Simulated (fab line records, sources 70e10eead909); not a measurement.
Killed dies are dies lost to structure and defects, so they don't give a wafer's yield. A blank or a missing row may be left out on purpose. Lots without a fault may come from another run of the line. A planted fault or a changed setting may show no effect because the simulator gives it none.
Chamber matching | flow nand_harc | NHARC_P_M2_DEP_33 on pecvd-04: 3 sister chambers
The step deposits SiCN, target thk 30 nm. 6 wafers are shown with their chamber, then 10 later ones without.

WAFERS WITH THEIR CHAMBER
wafer  | chamber | heater_power_w (W) | rf_fwd_power_W (W)
L074.6 | 0       | 664                | 450.3
L076.5 | 0       | 693                | 447.2
L086.2 | 2       | 572                | 448.4
L086.5 | 1       | 615                | 448.0
L092.2 | 2       | 527                | 449.0
L092.5 | 1       | 701                | 448.6

WAFERS WITHOUT THEIR CHAMBER
wafer  | heater_power_w (W) | rf_fwd_power_W (W)
L092.6 | 619                | 450.3
L093.1 | 623                | 449.6
L093.2 | 551                | 449.5
L093.4 | 615                | 452.1
L094.2 | 539                | 448.0
L094.4 | 666                | 446.7
L094.5 | 549                | 449.1
L095.2 | 574                | 448.4
L095.3 | 575                | 448.7
L095.6 | 573                | 450.3

WHICH CHAMBER EACH WENT THROUGH
wafer  | from the rows above          | in truth
L092.6 | can't be placed: 1 or 0 or 2 | 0
L093.1 | can't be placed: 1 or 0 or 2 | 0
L093.2 | 2                            | 2
L093.4 | can't be placed: 0 or 2 or 1 | 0
L094.2 | 2                            | 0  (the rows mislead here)
L094.4 | can't be placed: 1 or 0 or 2 | 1
L094.5 | 2                            | 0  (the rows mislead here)
L095.2 | can't be placed: 2 or 1 or 0 | 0
L095.3 | can't be placed: 2 or 1 or 0 | 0
L095.6 | can't be placed: 2 or 1 or 0 | 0
Placed correctly: 1 of 10. Can't be placed from these rows: 7 (the true chamber is among the candidates in 7). Placed wrongly: 2.
How it was worked out, from the rows above alone: a wafer's distance from a chamber is the root of the sum, over the readings, of the square of ((its reading less the chamber's mean) divided by the reading's scatter). The wafer belongs to the nearest chamber; if the next one is less than 2 further off, it can't be placed. A chamber's mean is the mean of its shown wafers. The scatter: the root of (the sum of the squares of (reading less its chamber's mean) over the shown wafers, divided by (wafers less chambers)).
